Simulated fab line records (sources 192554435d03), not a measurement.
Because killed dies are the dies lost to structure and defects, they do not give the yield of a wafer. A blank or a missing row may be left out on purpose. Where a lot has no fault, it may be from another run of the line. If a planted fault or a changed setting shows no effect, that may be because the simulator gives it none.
The tool behind it: which one? | flow n5 finfet | Sampling: 11 lots, 32 wafers, 5 of 1938 route steps

## WHAT THE GAUGES READ, wafer by wafer
N5_BEOL_M4_RC_MEAS_101. Usual: DIBL_N 36.8 mV/V, standard deviation 1.9; DIBL_P 36.5 mV/V, standard deviation 2.1; IOFF_N 0.17 nA/um, standard deviation 0.038; IOFF_P 0.22 nA/um, standard deviation 0.039; ION_N 675 uA/um, standard deviation 12; ION_P 463 uA/um, standard deviation 7.4; SS_N 71.6 mV/dec, standard deviation 0.71; SS_P 73.4 mV/dec, standard deviation 0.72; VT_N 249 mV, standard deviation 3.3; VT_P -250 mV, standard deviation 3.3.
lot  | measured     | on        | DIBL_N (mV/V)  | DIBL_P (mV/V)  | IOFF_N (nA/um) | IOFF_P (nA/um) | ION_N (uA/um) | ION_P (uA/um) | SS_N (mV/dec)  | SS_P (mV/dec)  | VT_N (mV)   | VT_P (mV)      | flag
L335 | day 8 08:25  | prober-01 | 34.7 39.9 35.7 | 34.3 40.0 34.5 | 0.12 0.21 0.12 | 0.16 0.24 0.16 | 657 680 656   | 453 459 450   | 71.0 72.7 70.9 | 72.6 74.3 72.9 | 251 249 252 | -256 -252 -256 |
L337 | day 9 03:04  | prober-02 | 37.8 36.4 37.7 | 37.4 36.3 38.7 | 0.19 0.17 0.19 | 0.25 0.23 0.27 | 672 678 684   | 461 465 472   | 71.9 71.3 71.3 | 73.3 73.2 73.7 | 248 248 242 | -249 -247 -244 |
L338 | day 9 03:22  | prober-01 | 34.4 33.6 34.9 | 35.3 34.6 35.1 | 0.14 0.13 0.15 | 0.19 0.18 0.19 | 671 657 670   | 453 455 455   | 70.9 71.0 70.8 | 73.0 72.9 73.9 | 250 252 253 | -252 -251 -251 |
L340 | day 9 11:34  | prober-02 | 40.9 39.9 36.8 | 40.5 40.0 35.5 | 0.23 0.24 0.16 | 0.29 0.31 0.21 | 690 705 678   | 470 486 468   | 72.9 72.0 70.9 | 75.1 74.4 73.7 | 247 241 249 | -247 -244 -250 |
L342 | day 10 15:36 | prober-02 | 37.4 37.9 38.2 | 38.5 39.4 38.4 | 0.18 0.20 0.18 | 0.24 0.28 0.24 | 667 668 667   | 460 461 463   | 70.8 72.4 72.5 | 74.2 74.2 73.4 | 248 249 249 | -250 -246 -247 |
L346 | day 11 05:40 | prober-01 | 37.2 37.3      | 36.3 36.5      | 0.16 0.17      | 0.21 0.23      | 664 686       | 460 469       | 71.0 71.1      | 73.0 73.7      | 251 248     | -248 -248      |
L347 | day 11 22:47 | prober-01 | 35.2 40.4 34.9 | 34.2 39.5 35.6 | 0.15 0.26 0.14 | 0.18 0.29 0.21 | 670 674 678   | 458 458 480   | 70.6 72.3 70.3 | 72.4 73.7 72.1 | 249 245 250 | -252 -247 -248 |
L349 | day 12 23:21 | prober-01 | 39.0 34.7 41.0 | 37.3 34.8 40.3 | 0.23 0.14 0.31 | 0.27 0.23 0.33 | 668 682 682   | 461 480 470   | 73.2 70.9 72.9 | 73.8 73.4 75.1 | 247 251 242 | -244 -248 -243 |
L352 | day 13 04:44 | prober-02 | 36.2 38.4 34.2 | 35.5 37.3 32.5 | 0.13 0.16 0.11 | 0.18 0.20 0.14 | 676 667 673   | 461 454 456   | 71.8 72.5 71.4 | 73.3 73.9 72.3 | 253 252 254 | -256 -251 -257 |
L353 | day 14 01:32 | prober-01 | 41.5 37.3 36.6 | 43.1 37.8 36.4 | 0.26 0.15 0.14 | 0.28 0.19 0.17 | 693 673 672   | 473 458 455   | 73.3 71.5 71.4 | 75.2 74.0 73.0 | 244 253 254 | -251 -255 -256 |
L357 | day 15 01:47 | prober-02 | 38.5 41.7 36.9 | 38.1 40.6 34.9 | 0.20 0.28 0.16 | 0.25 0.31 0.20 | 698 685 680   | 472 470 465   | 72.2 72.6 71.7 | 73.8 74.5 73.5 | 244 242 250 | -247 -245 -251 |

## WHICH TOOL RAN EACH LOT (tool, then ch and the chambers of the sampled wafers, then the start)
lot  | N5_BEOL_M0_SURFACE_TREAT_137 | N5_BEOL_M0_ANNEAL_117        | N5_BEOL_M0_ANNEAL_135        | N5_BEOL_M0_CO_CAP_123
L335 | pvd sputter-01, day 5 20:11  | pvd sputter-02, day 5 21:20  | pvd sputter-02, day 5 21:35  | cvd co-01 ch 0,2, day 5 22:31
L337 | pvd sputter-03, day 6 11:49  | pvd sputter-02, day 6 15:10  | pvd sputter-02, day 6 15:25  | cvd co-02 ch 0,2, day 6 16:22
L338 | pvd sputter-03, day 6 20:07  | pvd sputter-03, day 6 20:29  | pvd sputter-03, day 6 20:43  | cvd co-01 ch 1,2, day 6 21:44
L340 | pvd sputter-02, day 7 09:32  | pvd sputter-03, day 7 09:50  | pvd sputter-03, day 7 10:04  | cvd co-01 ch 0,1,2, day 7 11:33
L342 | pvd sputter-02, day 8 00:45  | pvd sputter-02, day 8 01:07  | pvd sputter-02, day 8 01:21  | cvd co-01 ch 0,1,2, day 8 02:17
L346 | pvd sputter-03, day 8 21:10  | pvd sputter-02, day 8 22:29  | pvd sputter-02, day 8 22:43  | cvd co-01 ch 1,2, day 9 00:05
L347 | pvd sputter-03, day 9 00:07  | pvd sputter-01, day 9 02:00  | pvd sputter-01, day 9 02:14  | cvd co-01 ch 0,1,2, day 9 03:28
L349 | pvd sputter-02, day 9 14:51  | pvd sputter-02, day 9 15:28  | pvd sputter-02, day 9 15:43  | cvd co-02 ch 0,1, day 9 16:38
L352 | pvd sputter-02, day 10 00:29 | pvd sputter-02, day 10 00:49 | pvd sputter-02, day 10 01:04 | cvd co-02 ch 0,1,2, day 10 01:59
L353 | pvd sputter-03, day 10 05:37 | pvd sputter-02, day 10 05:55 | pvd sputter-02, day 10 06:09 | cvd co-02 ch 0,1,2, day 10 07:10
L357 | pvd sputter-01, day 11 09:46 | pvd sputter-01, day 11 10:14 | pvd sputter-01, day 11 10:28 | cvd co-02 ch 0,1, day 11 11:48
- N5_BEOL_M0_SURFACE_TREAT_137
- N5_BEOL_M0_ANNEAL_117: time 60 s.
- N5_BEOL_M0_ANNEAL_135: time 60 s.
- N5_BEOL_M0_CO_CAP_123: material Co, precursor CCTBA/H2, target thk 2 nm, time 102.1 s.

## AS READ BY THE TOOLS THEMSELVES (means over the sampled wafers that have a number; for cases with no such wafer, the mark the record gives instead)
N5_BEOL_M0_ANNEAL_117. Usual: 853 W for heater power w, sd 64.
lot  | tool           | heater power w (W) | flag
L335 | pvd sputter-02 | 889                |
L337 | pvd sputter-02 | 833                |
L338 | pvd sputter-03 | 853                |
L340 | pvd sputter-03 | 843                |
L342 | pvd sputter-02 | 957                |
L346 | pvd sputter-02 | 830                |
L347 | pvd sputter-01 | 833                |
L349 | pvd sputter-02 | 875                |
L352 | pvd sputter-02 | 882                |
L353 | pvd sputter-02 | 873                |
L357 | pvd sputter-01 | 836                |

N5_BEOL_M0_ANNEAL_135. Usual: 853 W for heater power w, sd 61.
lot  | tool           | heater power w (W) | flag
L335 | pvd sputter-02 | 893                |
L337 | pvd sputter-02 | 837                |
L338 | pvd sputter-03 | 868                |
L340 | pvd sputter-03 | 844                |
L342 | pvd sputter-02 | 972                |
L346 | pvd sputter-02 | 824                |
L347 | pvd sputter-01 | 836                |
L349 | pvd sputter-02 | 868                |
L352 | pvd sputter-02 | 888                |
L353 | pvd sputter-02 | 865                |
L357 | pvd sputter-01 | 840                |

N5_BEOL_M0_CO_CAP_123. Usual: heater power w 237 W, standard deviation 29; run length s 125.0 s, standard deviation 0.58.
lot  | tool      | heater power w (W) | run length s (s) | flag
L335 | cvd co-01 | 208                | 124.7            |
L337 | cvd co-02 | 231                | 125.3            |
L338 | cvd co-01 | 234                | 124.8            |
L340 | cvd co-01 | 227                | 124.9            |
L342 | cvd co-01 | 229                | 124.9            |
L346 | cvd co-01 | 228                | 140.9            | OFF
L347 | cvd co-01 | 233                | 146.5            | OFF
L349 | cvd co-02 | 265                | 125.4            |
L352 | cvd co-02 | 258                | 125.1            |
L353 | cvd co-02 | 254                | 125.3            |
L357 | cvd co-02 | 278                | 124.6            |

## THE ANSWER, worked out from the rows above alone
Rule: a lot is off if the mean of its wafers that have a number lies more than 3 standard deviations from the usual mean. A lot without any number at a reading at which 4 lots or more have one is off too. The other lots that the step has rows for count as sound. First the gauges in route order, then the tools' own readings, where a lot's mean is used as printed above. At the first step where some lot is off, the reading lying furthest off is the one used; lots without a number count as furthest.
Off at N5_BEOL_M0_CO_CAP_123 (run length s): L346, L347.
If a tool, at that step or one of the process steps before it, ran each lot that is off and ran no sound lot following the first of them, it fits. One candidate fits, namely cvd co-01 at N5_BEOL_M0_CO_CAP_123. Its last sound lot is L342 (day 8 02:17), its first lot that is off L346 (day 9 00:05): a fault that began between those two fits.
The tool's own readings at N5_BEOL_M0_CO_CAP_123 bear it out: on the lots that are off they differ by more than 5 times the standard deviation of the sound lots' means. run length s reads 143.7 s there against 125.0 s on the sound lots.

## WHAT HAD BEEN PUT IN BY THE SIMULATOR
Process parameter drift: cvd co-01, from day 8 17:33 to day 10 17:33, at N5_BEOL_M0_CO_CAP_123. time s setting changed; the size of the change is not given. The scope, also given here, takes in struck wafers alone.
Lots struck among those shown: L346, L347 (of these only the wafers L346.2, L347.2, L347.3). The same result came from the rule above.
